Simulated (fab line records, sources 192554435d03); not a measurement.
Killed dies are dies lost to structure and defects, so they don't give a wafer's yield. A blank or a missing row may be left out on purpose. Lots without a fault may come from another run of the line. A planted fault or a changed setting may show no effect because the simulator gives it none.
fab line records | flow n5_finfet
record lots=24 wafers=72 last_day=20
route steps=1938 shown BEOL_M5@1188 BEOL_M6@1196
lots that met no fault: from a run of the same line without faults
start_h: hours from the record's first day to the start of the lot's first wafer shown | wait_h: hours since the lot's step before | " the same as in the row above | L1.1+2: a row that stands for several wafers | - no value, or no start given | * or withheld: withheld | < > ~ a bound
route shown NAME@n: a module of which the file shows steps, and the number in the route of the first | usual: mean/standard deviation of fault-free wafers | same: alike in all rows | chamber/n: place in a boat | sites: the reading at each site | _std_site: their standard deviation | _edge_site: outer sites' mean less inner sites' | radius_mm: how far each site lies from the wafer's centre | mask NAME#n: copy n | behind: the tool/chamber that last shaped the wafer | hold: why the lot was held/for how many hours/how that ended | device: the transistor (n, p or np) that didn't switch | end of line: the same wafers' tests at the end of the route | a step without rows: its recipe alone | killed: dies lost to structure and defects at the first sort, not the wafer's yield | map: a wafer's dies, x killed, . not, _ none there
set.NAME: the setting as run; set.NAME@STEP: as run at that earlier step | model.NAME: the simulator's own value behind a step, which no gauge read
steps of the route over a sample of lots; a table a step, a row a wafer
services: from which hour (start_h, from the record's first day; less than 0 if before it) a tool's chamber was out of use, for how many hours, and why
## steps
# step N5_BEOL_M5_PRE_CLEAN_77
# recipe gas=NH3/H2 time_s=15 temp_c=* rf_power_w=300
# usual heater_power_w=85/16
# columns lot.wafer tool chamber start_h wait_h heater_power_w
L074.2 cvd_co-02 2 222.11 0.0 62
L074.5 " 1 " " 116
L074.6 " 0 " " 79
L075.2 cvd_co-01 0 238.32 0.0 76
L075.3 " 2 " " 84
L075.4 " 1 " " 90
L077.1 cvd_co-01 2 247.03 0.0 84
L077.2 " 1 " " 90
L077.5 " 1 " " 88
L078.1 cvd_co-01 2 253.25 0.0 84
L078.3 " 0 " " 74
L078.5 " 2 " " 85
L076.1 cvd_co-02 1 253.30 0.0 117
L076.2 " 2 " " 61
L076.4 " 2 " " 63
L079.3 cvd_co-01 1 262.42 0.0 93
L079.5 " 2 " " 84
L079.6 " 0 " " 75
L081.1 cvd_co-02 1 268.21 0.1 116
L081.3 " 0 " " 80
L081.6 " 2 " " 62
L082.1 cvd_co-02 0 271.49 0.0 80
L082.3 " 2 " " 60
L082.4 " 0 " " 80
L080.3 cvd_co-02 1 272.07 0.2 116
L080.5 " 0 " " 81
L080.6 " 2 " " 60
L083.1 cvd_co-02 2 276.21 0.0 61
L083.4 " 1 " " 115
L083.6 " 0 " " 79
L084.1 cvd_co-02 1 277.05 0.1 118
L084.2 " 0 " " 79
L084.4 " 0 " " 79
L085.2 cvd_co-01 0 299.31 0.0 73
L085.3 " 1 " " 92
L085.6 " 2 " " 86
L086.1 cvd_co-01 1 303.13 0.0 91
L086.4 " 2 " " 85
L086.6 " 0 " " 75
L087.2 cvd_co-02 1 303.33 0.0 118
L087.3 " 2 " " 59
L087.5 " 2 " " 61
L088.2 cvd_co-01 0 303.73 0.0 75
L088.4 " 0 " " 75
L088.5 " 2 " " 85
L089.2 cvd_co-02 2 323.47 0.0 63
L089.4 " 2 " " 61
L089.5 " 1 " " 121
L090.1 cvd_co-01 1 335.31 0.0 90
L090.4 " 1 " " 92
L090.5 " 2 " " 84
L093.1 cvd_co-01 1 337.71 0.0 93
L093.3 " 0 " " 77
L093.5 " 0 " " 73
L092.1 cvd_co-01 0 337.83 0.0 73
L092.2 " 2 " " 83
L092.5 " 2 " " 84
L091.1 cvd_co-01 0 345.91 0.0 77
L091.4 " 2 " " 83
L091.6 " 1 " " 90
L096.1 cvd_co-02 1 369.69 0.1 111
L096.2 " 0 " " 82
L096.3 " 2 " " 63
L095.1 cvd_co-01 0 375.39 0.0 75
L095.2 " 1 " " 91
L095.4 " 1 " " 95
L094.1 cvd_co-01 0 379.70 0.0 75
L094.4 " 2 " " 85
L094.5 " 1 " " 90
L097.4 cvd_co-02 1 379.97 0.1 112
L097.5 " 0 " " 82
L097.6 " 2 " " 62
# step N5_BEOL_M6_THK_MEAS_01
# recipe reads=SiCOH_lowk_of_BEOL_M6_ILD_DEP_00
# usual M6_ILD_THK=155.0/1.9
# columns lot.wafer tool chamber start_h wait_h M6_ILD_THK[nm]
L074.2 film_metro-01 - 222.98 0.4 154.4
L074.5 " - " " 155.4
L074.6 " - " " 157.6
L075.2 film_metro-02 - 239.19 0.4 153.9
L075.3 " - " " 153.2
L075.4 " - " " 156.0
L077.1 film_metro-01 - 247.89 0.4 156.0
L077.2 " - " " 156.0
L077.5 " - " " 155.9
L078.1 film_metro-01 - 254.12 0.4 153.2
L078.3 " - " " 153.9
L078.5 " - " " 155.5
L076.1 film_metro-02 - 254.17 0.4 153.4
L076.2 " - " " 155.2
L076.4 " - " " 157.6
L079.3 film_metro-02 - 263.29 0.3 154.5
L079.5 " - " " 154.8
L079.6 " - " " 157.8
L081.1 film_metro-01 - 269.08 0.4 152.3
L081.3 " - " " 154.9
L081.6 " - " " 157.2
L082.1 film_metro-01 - 272.35 0.4 154.1
L082.3 " - " " 156.8
L082.4 " - " " 157.5
L080.3 film_metro-01 - 272.94 0.3 156.4
L080.5 " - " " 159.5
L080.6 " - " " 158.4
L083.1 film_metro-02 - 277.07 0.4 153.8
L083.4 " - " " 155.5
L083.6 " - " " 155.2
L084.1 film_metro-02 - 277.92 0.4 152.4
L084.2 " - " " 151.9
L084.4 " - " " 153.7
L085.2 film_metro-01 - 300.65 0.7 154.0
L085.3 " - " " 153.5
L085.6 " - " " 155.1
L086.1 film_metro-01 - 304.00 0.4 154.8
L086.4 " - " " 155.2
L086.6 " - " " 157.7
L087.2 film_metro-02 - 304.28 0.4 155.8
L087.3 " - " " 152.2
L087.5 " - " " 156.9
L088.2 film_metro-01 - 304.60 0.4 151.8
L088.4 " - " " 154.1
L088.5 " - " " 156.5
L089.2 film_metro-02 - 325.40 0.7 154.1
L089.4 " - " " 158.5
L089.5 " - " " 154.7
L090.1 film_metro-02 - 336.18 0.4 153.7
L090.4 " - " " 156.2
L090.5 " - " " 158.4
L092.1 film_metro-02 - 338.69 0.4 153.7
L092.2 " - " " 153.2
L092.5 " - " " 157.0
L093.1 film_metro-02 - 339.05 0.8 152.2
L093.3 " - " " 153.3
L093.5 " - " " 155.4
L091.1 film_metro-01 - 346.96 0.4 152.4
L091.4 " - " " 157.1
L091.6 " - " " 155.2
L096.1 film_metro-01 - 370.55 0.4 155.8
L096.2 " - " " 153.2
L096.3 " - " " 155.1
L095.1 film_metro-01 - 376.25 0.4 153.8
L095.2 " - " " 153.8
L095.4 " - " " 155.6
L094.1 film_metro-01 - 380.56 0.4 154.1
L094.4 " - " " 156.3
L094.5 " - " " 154.7
L097.4 film_metro-02 - 381.04 0.2 156.7
L097.5 " - " " 156.7
L097.6 " - " " 156.6
# step N5_BEOL_M6_CD_MEAS_28
# recipe target_cd_nm=40 landing_energy_ev=500 detector=se_inlens
# usual cd_nm=39.97/0.22
# columns lot.wafer tool chamber start_h wait_h cd_nm
L074.2 cd_sem-03 0 228.59 - 39.70
L074.5 " 0 " " 39.77
L074.6 " 0 " " 39.94
L075.2 cd_sem-03 0 243.31 - 40.15
L075.3 " 0 " " 39.99
L075.4 " 0 " " 39.62
L077.1 cd_sem-03 0 252.05 - 39.77
L077.2 " 0 " " 39.46
L077.5 " 0 " " 40.22
L076.1 cd_sem-01 0 260.20 - 40.07
L076.2 " 0 " " 39.72
L076.4 " 0 " " 39.94
L078.1 cd_sem-01 0 260.37 - 40.02
L078.3 " 0 " " 40.42
L078.5 " 0 " " 40.37
L079.3 cd_sem-03 0 266.17 - 39.67
L079.5 " 0 " " 39.98
L079.6 " 0 " " 40.18
L081.1 cd_sem-03 0 271.99 - 40.05
L081.3 " 0 " " 40.00
L081.6 " 0 " " 40.01
L082.1 cd_sem-03 0 274.98 - 40.30
L082.3 " 0 " " 39.96
L082.4 " 0 " " 39.71
L080.3 cd_sem-02 0 275.96 - 40.02
L080.5 " 0 " " 39.84
L080.6 " 0 " " 40.06
L083.1 cd_sem-02 0 279.43 - 39.95
L083.4 " 0 " " 39.93
L083.6 " 0 " " 40.24
L084.1 cd_sem-02 0 281.77 - 40.06
L084.2 " 0 " " 39.44
L084.4 " 0 " " 40.03
L085.2 cd_sem-02 0 304.33 - 39.95
L085.3 " 0 " " 40.11
L085.6 " 0 " " 40.35
L086.1 cd_sem-01 0 305.37 - 40.14
L086.4 " 0 " " 39.99
L086.6 " 0 " " 40.40
L087.2 cd_sem-03 0 307.31 - 39.83
L087.3 " 0 " " 39.87
L087.5 " 0 " " 39.91
L088.2 cd_sem-02 0 307.54 - 40.19
L088.4 " 0 " " 39.70
L088.5 " 0 " " 39.91
L089.2 cd_sem-01 0 329.13 - 40.20
L089.4 " 0 " " 40.34
L089.5 " 0 " " 40.39
L090.1 cd_sem-03 0 338.75 - 40.05
L090.4 " 0 " " 40.17
L090.5 " 0 " " 39.64
L092.1 cd_sem-03 0 342.17 - 40.27
L092.2 " 0 " " 39.96
L092.5 " 0 " " 39.96
L093.1 cd_sem-02 0 342.35 - 40.10
L093.3 " 0 " " 39.53
L093.5 " 0 " " 39.92
L091.1 cd_sem-02 0 349.49 - 40.48
L091.4 " 0 " " 40.37
L091.6 " 0 " " 39.90
L096.1 cd_sem-01 0 373.80 - 39.80
L096.2 " 0 " " 39.77
L096.3 " 0 " " 39.84
L095.1 cd_sem-03 0 381.85 - 39.77
L095.2 " 0 " " 39.94
L095.4 " 0 " " 39.90
L097.4 cd_sem-03 0 385.69 - 39.87
L097.5 " 0 " " 39.93
L097.6 " 0 " " 39.72
L094.1 cd_sem-01 0 385.73 - 40.17
L094.4 " 0 " " 39.62
L094.5 " 0 " " 39.88
# step N5_BEOL_M6_ETCH_41
# recipe chemistry=CH3F/O2 target=SiCN target_depth_a=297 taper_deg=2 time_s=52 ion_energy_ev=120 mask_material=TiN pressure_mtorr=30 source_w=395 bias_w=75 Ar_flow_sccm=150 CH3F_flow_sccm=30 O2_flow_sccm=20
# usual drypump_motor_current_A=5.8/0.44 oes_product_au=0.76/0.063 rf_vpp_V=297.9/1.3 showerhead_plenum_p_Torr=2.03/0.053 throttle_valve_pct=16.38/0.21
# columns lot.wafer tool chamber start_h wait_h drypump_motor_current_A oes_product_au rf_hours_counter_h rf_vpp_V showerhead_plenum_p_Torr throttle_valve_pct
L074.2 rie_diel-04 3 - - 6.4 0.75 193 300.1 2.07 16.18
L074.5 " 0 " " 6.4 0.92 - 301.2 2.12 16.17
L074.6 " 1 " " 5.3 0.79 - 298.8 2.00 16.02
L075.2 rie_diel-04 0 - - 6.4 0.91 26 299.1 2.12 16.18
L075.3 " 1 " " 5.3 0.79 106 298.1 2.00 16.02
L075.4 " 3 " " 6.5 0.74 199 300.0 2.07 16.18
L077.1 rie_diel-06 1 - - 5.7 0.83 82 297.6 2.02 16.34
L077.2 " 2 " " 5.1 0.72 190 298.6 2.07 16.23
L077.5 " 3 " " 5.9 0.74 - 295.6 2.00 16.31
L076.1 rie_diel-04 1 - - 5.3 0.79 112 298.5 2.00 16.04
L076.2 " 2 " " 5.4 0.70 222 298.4 2.05 16.83
L076.4 " 0 " " 6.4 0.90 - 298.3 2.12 16.20
L078.1 rie_diel-01 3 - - 5.6 0.75 155 298.3 2.01 16.52
L078.3 " 1 " " 5.8 0.80 105 297.5 2.02 16.32
L078.5 " 2 " " 6.3 0.82 - 297.1 1.94 16.46
L079.3 rie_diel-01 2 - - 6.2 0.82 86 295.6 1.94 16.45
L079.5 " 3 " " 5.6 0.75 - 298.9 2.01 16.52
L079.6 " 2 " " 6.3 0.82 - 296.3 1.94 16.46
L081.1 rie_diel-04 2 - - 5.5 0.68 230 298.3 2.05 16.86
L081.3 " 1 " " 5.3 0.78 120 297.3 2.00 16.04
L081.6 " 0 " " 6.4 0.88 - 299.8 2.12 16.22
L082.1 rie_diel-04 0 - - 6.4 0.88 42 298.2 2.12 16.20
L082.3 " 2 " " 5.4 0.69 232 297.7 2.05 16.87
L082.4 " 0 " " 6.4 0.88 - 300.5 2.12 16.23
L080.3 rie_diel-04 1 - - 5.3 0.77 123 297.8 2.00 16.04
L080.5 " 0 " " 6.4 0.87 - 298.7 2.12 16.22
L080.6 " 1 " " 5.3 0.76 - 297.6 2.00 16.06
L083.1 rie_diel-06 2 - - 5.1 0.71 203 299.0 2.07 16.26
L083.4 " 3 " " 5.9 0.73 169 296.4 1.99 16.35
L083.6 " 3 " " 5.9 0.73 - 299.2 1.99 16.33
L084.1 rie_diel-01 0 - - 5.7 0.81 96 299.5 2.10 16.35
L084.2 " 3 " " 5.6 0.74 165 296.8 2.00 16.53
L084.4 " 1 " " 5.8 0.79 113 298.1 2.02 16.32
L085.2 rie_diel-01 2 - - 6.2 0.80 101 295.1 1.94 16.49
L085.3 " 0 " " 5.8 0.80 104 299.6 2.09 16.38
L085.6 " 2 " " 6.2 0.79 - 296.7 1.94 16.48
L086.1 rie_diel-06 3 - - 5.9 0.74 179 297.3 1.99 16.36
L086.4 " 3 " " 5.9 0.72 - 296.0 1.99 16.33
L086.6 " 2 " " 5.1 0.71 - 299.2 2.07 16.29
L087.2 rie_diel-06 2 - - 5.1 0.70 214 298.6 2.07 16.29
L087.3 " 3 " " 5.9 0.72 180 296.0 1.99 16.34
L087.5 " 3 " " 5.9 0.72 - 297.2 1.99 16.36
L088.2 rie_diel-04 3 - - 6.5 0.73 215 298.7 2.06 16.24
L088.4 " 0 " " 6.4 0.86 56 300.1 2.11 16.23
L088.5 " 2 " " 5.4 0.68 - 297.9 2.05 16.89
L089.2 rie_diel-04 3 - - 6.5 0.71 226 298.2 2.06 16.24
L089.4 " 3 " " 6.5 0.72 - 300.3 2.06 16.24
L089.5 " 3 " " 6.5 0.72 - 298.0 2.06 16.24
L090.1 rie_diel-06 3 - - 5.9 0.72 193 296.5 1.99 16.38
L090.4 " 0 " " 5.9 0.70 235 298.3 1.96 16.61
L090.5 " 1 " " 5.8 0.80 - 297.8 2.01 16.39
L092.1 rie_diel-01 2 - - 6.3 0.79 119 296.4 1.93 16.52
L092.2 " 3 " " 5.6 0.72 191 296.9 2.00 16.58
L092.5 " 3 " " 5.6 0.72 - 297.6 2.00 16.59
L093.1 rie_diel-04 1 - - 5.3 0.74 153 297.2 1.99 16.11
L093.3 " 0 " " 6.4 0.83 68 299.6 2.11 16.25
L093.5 " 3 " " 6.5 0.71 - 298.4 2.06 16.25
L091.1 rie_diel-06 2 - - 5.1 0.70 229 299.5 2.06 16.32
L091.4 " 3 " " 5.9 0.71 197 296.6 1.99 16.38
L091.6 " 2 " " 5.1 0.69 - 298.8 2.06 16.31
L096.1 rie_diel-06 1 - - 5.8 0.78 126 297.3 2.00 16.43
L096.2 " 3 " " 5.9 0.71 207 297.2 1.98 16.39
L096.3 " 2 " " 5.1 0.68 238 298.3 2.06 16.34
L095.1 rie_diel-06 1 - - 5.7 0.77 129 298.3 2.00 16.42
L095.2 " 2 " " 5.0 0.68 241 299.2 2.06 16.33
L095.4 " 2 " " 5.1 0.68 - 297.8 2.06 16.33
L097.4 rie_diel-01 2 - - 6.3 0.77 137 296.9 1.92 16.53
L097.5 " 2 " " 6.2 0.76 - 295.4 1.93 16.54
L097.6 " 3 " " 5.6 0.71 - 296.4 1.99 16.59
L094.1 rie_diel-04 2 - - 5.4 0.91 16 298.1 2.04 16.42
L094.4 " 0 " " 6.4 0.82 80 300.3 2.10 16.30
L094.5 " 3 " " 6.5 0.70 - 297.4 2.05 16.28
# step N5_BEOL_M6_CURE_75
# recipe temp_c=370 time_s=120 ambient=DMADMS/He material=SiCOH_lowk
# usual lamp_power_pct=52.32/0.055 wafer_temp_C_max=371.5/0.5
# columns lot.wafer tool chamber start_h wait_h lamp_power_pct wafer_temp_C_max
L074.2 uv_cure-01 2 229.39 0.1 52.34 371.7
L074.5 " 2 " " 52.36 371.5
L074.6 " 2 " " 52.30 371.7
L075.2 uv_cure-02 0 244.43 0.1 52.25 372.4
L075.3 " 0 " " 52.35 371.5
L075.4 " 0 " " 52.38 372.0
L077.1 uv_cure-02 2 252.80 0.0 52.28 372.7
L077.2 " 2 " " 52.32 372.1
L077.5 " 2 " " 52.29 372.1
L076.1 uv_cure-03 0 260.95 0.0 52.27 370.7
L076.2 " 0 " " 52.21 370.6
L076.4 " 0 " " 52.38 371.0
L078.1 uv_cure-01 0 261.23 0.0 52.36 371.3
L078.3 " 0 " " 52.32 370.8
L078.5 " 0 " " 52.31 371.2
L079.3 uv_cure-02 1 267.06 0.1 52.26 371.5
L079.5 " 1 " " 52.30 371.3
L079.6 " 1 " " 52.40 371.6
L081.1 uv_cure-01 0 272.73 0.0 52.34 371.3
L081.3 " 0 " " 52.41 371.2
L081.6 " 0 " " 52.27 371.3
L082.1 uv_cure-01 2 275.99 0.0 52.30 371.0
L082.3 " 2 " " 52.28 371.2
L082.4 " 2 " " 52.32 371.7
L080.3 uv_cure-03 1 277.47 0.2 52.31 371.7
L080.5 " 1 " " 52.34 371.8
L080.6 " 1 " " 52.43 372.0
L083.1 uv_cure-01 2 280.33 0.0 52.27 371.5
L083.4 " 2 " " 52.32 371.8
L083.6 " 2 " " 52.33 371.7
L084.1 uv_cure-01 1 283.37 0.4 52.32 371.3
L084.2 " 1 " " 52.42 371.3
L084.4 " 1 " " 52.35 371.6
L085.2 uv_cure-03 1 305.29 0.1 52.28 371.8
L085.3 " 1 " " 52.42 371.5
L085.6 " 1 " " 52.37 371.8
L086.1 uv_cure-01 0 306.64 0.4 52.32 371.2
L086.4 " 0 " " 52.37 370.7
L086.6 " 0 " " 52.35 371.0
L087.2 uv_cure-02 1 308.10 0.1 52.36 371.8
L087.3 " 1 " " 52.33 371.4
L087.5 " 1 " " 52.25 372.4
L088.2 uv_cure-03 2 308.74 0.1 52.41 370.7
L088.4 " 2 " " 52.29 371.5
L088.5 " 2 " " 52.32 372.0
L089.2 uv_cure-01 2 330.51 0.1 52.29 372.0
L089.4 " 2 " " 52.35 371.4
L089.5 " 2 " " 52.31 371.6
L090.1 uv_cure-01 1 339.85 0.0 52.35 371.9
L090.4 " 1 " " 52.31 371.8
L090.5 " 1 " " 52.29 371.6
L092.1 uv_cure-02 2 342.93 0.0 52.31 371.8
L092.2 " 2 " " 52.34 371.2
L092.5 " 2 " " 52.31 372.0
L093.1 uv_cure-01 0 343.25 0.2 52.35 371.1
L093.3 " 0 " " 52.21 370.9
L093.5 " 0 " " 52.38 371.2
L091.1 uv_cure-01 2 350.50 0.3 52.32 371.6
L091.4 " 2 " " 52.43 371.5
L091.6 " 2 " " 52.30 371.1
L096.1 uv_cure-03 0 374.65 0.0 52.36 370.7
L096.2 " 0 " " 52.35 371.0
L096.3 " 0 " " 52.42 371.3
L095.1 uv_cure-01 0 382.70 0.1 52.47 371.1
L095.2 " 0 " " 52.29 371.7
L095.4 " 0 " " 52.30 371.3
L097.4 uv_cure-03 0 386.59 0.2 52.32 371.2
L097.5 " 0 " " 52.28 371.0
L097.6 " 0 " " 52.31 371.0
L094.1 uv_cure-02 2 386.77 0.0 52.27 371.7
L094.4 " 2 " " 52.29 372.5
L094.5 " 2 " " 52.38 371.5
# step N5_BEOL_M6_SURFACE_TREAT_79
# recipe gas=Ar time_s=* ion_energy_ev=* ion_current_ma_cm2=0.5 pressure_mtorr=* ar_flow_sccm=30
# usual throttle_valve_pct=*
# columns lot.wafer tool chamber start_h wait_h throttle_valve_pct
L074.2 pvd_sputter-03 - 230.32 0.2 *
L074.5 " - " " *
L074.6 " - " " *
L075.2 pvd_sputter-02 - 245.24 0.2 *
L075.3 " - " " *
L075.4 " - " " *
L077.1 pvd_sputter-03 - 253.59 0.2 *
L077.2 " - " " *
L077.5 " - " " *
L076.1 pvd_sputter-01 - 261.85 0.2 *
L076.2 " - " " *
L076.4 " - " " *
L078.1 pvd_sputter-01 - 262.29 0.3 *
L078.3 " - " " *
L078.5 " - " " *
L079.3 pvd_sputter-01 - 267.84 0.2 *
L079.5 " - " " *
L079.6 " - " " *
L081.1 pvd_sputter-03 - 273.99 0.2 *
L081.3 " - " " *
L081.6 " - " " *
L082.1 pvd_sputter-01 - 277.38 0.4 *
L082.3 " - " " *
L082.4 " - " " *
L080.3 pvd_sputter-03 - 279.13 0.2 *
L080.5 " - " " *
L080.6 " - " " *
L083.1 pvd_sputter-03 - 283.15 0.5 *
L083.4 " - " " *
L083.6 " - " " *
L084.1 pvd_sputter-02 - 284.10 0.2 *
L084.2 " - " " *
L084.4 " - " " *
L085.2 pvd_sputter-01 - 307.20 1.2 *
L085.3 " - " " *
L085.6 " - " " *
L086.1 pvd_sputter-03 - 308.49 0.2 *
L086.4 " - " " *
L086.6 " - " " *
L087.2 pvd_sputter-01 - 309.08 0.2 *
L087.3 " - " " *
L087.5 " - " " *
L088.2 pvd_sputter-02 - 309.96 0.2 *
L088.4 " - " " *
L088.5 " - " " *
L089.2 pvd_sputter-03 - 331.96 0.2 *
L089.4 " - " " *
L089.5 " - " " *
L090.1 pvd_sputter-03 - 343.10 0.4 *
L090.4 " - " " *
L090.5 " - " " *
L092.1 pvd_sputter-03 - 343.69 0.2 *
L092.2 " - " " *
L092.5 " - " " *
L093.1 pvd_sputter-01 - 344.15 0.3 *
L093.3 " - " " *
L093.5 " - " " *
L091.1 pvd_sputter-03 - 351.23 0.2 *
L091.4 " - " " *
L091.6 " - " " *
L096.1 pvd_sputter-01 - 375.45 0.2 *
L096.2 " - " " *
L096.3 " - " " *
L095.1 pvd_sputter-02 - 383.51 0.2 *
L095.2 " - " " *
L095.4 " - " " *
L097.4 pvd_sputter-01 - 387.26 0.2 *
L097.5 " - " " *
L097.6 " - " " *
L094.1 pvd_sputter-02 - 389.23 1.8 *
L094.4 " - " " *
L094.5 " - " " *
## services
# columns tool chamber start_h hours kind
uv_cure-01 - 198.13 2.2 repair
cvd_co-02 - 201.89 2.8 pm
uv_cure-02 - 208.96 1.0 pm
pvd_sputter-03 - 211.08 3.7 repair
rie_diel-06 1 214.42 9.5 repair
cvd_co-02 2 223.43 4.4 repair
rie_diel-01 - 234.77 2.8 pm
rie_diel-06 3 258.10 3.1 repair
rie_diel-04 3 260.32 20.8 repair
cvd_co-01 - 266.85 28.1 pm
uv_cure-03 - 280.04 12.5 repair
rie_diel-06 1 301.28 8.3 repair
rie_diel-06 - 310.71 2.8 pm
rie_diel-01 0 311.39 14.6 repair
rie_diel-01 1 323.83 2.3 repair
rie_diel-04 0 328.48 9.2 repair
rie_diel-01 1 337.50 9.0 repair
cvd_co-02 - 340.26 0.7 repair
uv_cure-02 - 348.48 2.1 pm
uv_cure-03 - 350.66 1.1 repair
uv_cure-02 - 354.24 0.6 repair
rie_diel-01 3 376.33 6.9 repair
rie_diel-06 0 377.94 8.3 repair
uv_cure-01 - 384.60 1.0 pm
## key
fault none
